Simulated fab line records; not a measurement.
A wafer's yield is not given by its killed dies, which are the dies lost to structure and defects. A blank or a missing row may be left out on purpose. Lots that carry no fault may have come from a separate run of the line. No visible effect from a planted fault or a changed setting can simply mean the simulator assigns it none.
Struck lot and sound lot, side by side :: flow nand harc :: 15 steps out of a route of 1302
Sound: the wafers L836.4, L836.5, L836.6. Struck: wafer L845.4. (L845.2, L845.6 of the same lot were not struck and are left out.) The cause comes at the end.
Order at every step that has rows: each side's tool, ch and its chambers, its first start. Under that, the readings that differ: sound wafers :: struck wafers :: difference of the means :: sigmas: that difference in standard deviations of wafers without a fault.
alike: a reading whose means differ by less than 2 such deviations, as well as words and numbers matching on both sides. not compared: withheld readings; readings where some wafer has no value; bounds like >300 that might hide an equal value; numbers whose values overlap and for which the record gives no deviation.
The two part at a step that has a row with sigmas, a row that says differs or no value, or rows on one side only. Non-overlapping numbers with no deviation appear without sigmas and do not part them. A reading missing from all wafers of one side parts the sides only when that side holds two or more wafers.

first, 1 step without rows for these wafers: NHARC_P_GATE_DESCUM_31 (chemistry O2, time 3 s).
NHARC_P_GATE_ETCH_104: etches the open film in CF4/CHF3, target depth 60 nm.
  sound on rie diel-04 ch 0,1,2, day 5 22:10; struck on rie diel-10 ch 2, day 9 20:29
  alike: drypump motor current A, oes product au, rf vpp V, showerhead plenum p Torr, throttle valve pct
NHARC_P_GATE_HM_OPEN_105: chemistry O2/COS, target depth 360 nm.
  sound: rie diel-04 ch 0,1; struck: rie diel-10 ch 2
  alike: drypump motor current A, oes product au, rf vpp V, showerhead plenum p Torr, throttle valve pct
  not compared: rf hours counter h
then, 2 steps without rows for these wafers: NHARC_P_GATE_STRIP_106 (strips in O2/COS); NHARC_P_GATE_ETCH_114 (etches the open film in CF4/O2, target depth 30 nm, overetch 3 nm, time 16.5 s).
NHARC_P_GATE_ETCH_32: etches the open film in HBr/Cl2, target depth 150 nm, time 100.1 s.
  sound on rie si-05 ch 1,2, day 5 22:33; struck on rie si-06 ch 1, day 9 20:52
reading: drypump motor current A (A)
sound: 6.3 6.2 6.3
struck: 4.9
difference: -1.4
sigmas: -3

reading: throttle valve pct (%)
sound: 26.392 26.410 26.398
struck: 26.431
difference: +0.031
sigmas: +3
  alike: oes product au
  not compared: rf hours counter h
NHARC_P_GATE_STRIP_108: strips in O2.
  sound on rie diel-10 ch 1,2,3, day 5 22:43; struck on rie diel-12 ch 3, day 9 21:02
reading: throttle valve pct (%)
sound: 17.032 17.034 17.030
struck: 17.060
difference: +0.028
sigmas: +3
  alike: drypump motor current A, oes product au, rf vpp V, showerhead plenum p Torr
  not compared: rf hours counter h
NHARC_P_GATE_CD_MEAS_33:
  sound on cd sem-02 at day 5 22:52; struck on cd sem-03 at day 9 21:12
  alike: cd nm
then, 4 steps without rows for these wafers: NHARC_P_GATE_STRIP_35 (strips in SPM, time 600 s); NHARC_P_GATE_PRECLEAN_73 (cleans in SC1); NHARC_P_GATE_SRD_74; NHARC_P_GATE_ALD_36 (deposits SiNx, target thk 20 nm, pulse time 60 s, ald cycles 223).
NHARC_P_GATE_ETCHBACK_37: etches the open film in CHF3/O2, target depth 34.5 nm, time 17.2 s.
  sound on rie diel-10 ch 0,2,3, day 6 08:47; struck on rie diel-10 ch 3, day 10 07:12
reading: run length s (s)
sound: 38.5 38.8 38.8
struck: 49.6
difference: +10.9
sigmas: +21
  alike: drypump motor current A, oes product au, rf vpp V, showerhead plenum p Torr, throttle valve pct
  not compared: rf hours counter h
NHARC_P_GATE_STRIP_101: strips in O2, time 20 s.
  sound on rie diel-10 ch 1,2, day 6 08:52; struck on rie diel-10 ch 1, day 10 07:16
  alike: drypump motor current A, oes product au, rf vpp V, showerhead plenum p Torr, throttle valve pct
  not compared: rf hours counter h
-- the record jumps here: 19 days lie between the struck wafers' starts before and after (it left off in module P_GATE and takes up again in module END, whose first step shown is number 1302 of the route) --
NHARC_END_SORT_01:
  only the struck wafers appear in the record here, on prober-02 ch 0 at day 28 21:55; the sound ones have no rows

== WHERE THEY PART ==
At NHARC_P_GATE_ETCH_32 first; at NHARC_END_SORT_01 last (within this record only).

WHY: the cause the simulator had injected
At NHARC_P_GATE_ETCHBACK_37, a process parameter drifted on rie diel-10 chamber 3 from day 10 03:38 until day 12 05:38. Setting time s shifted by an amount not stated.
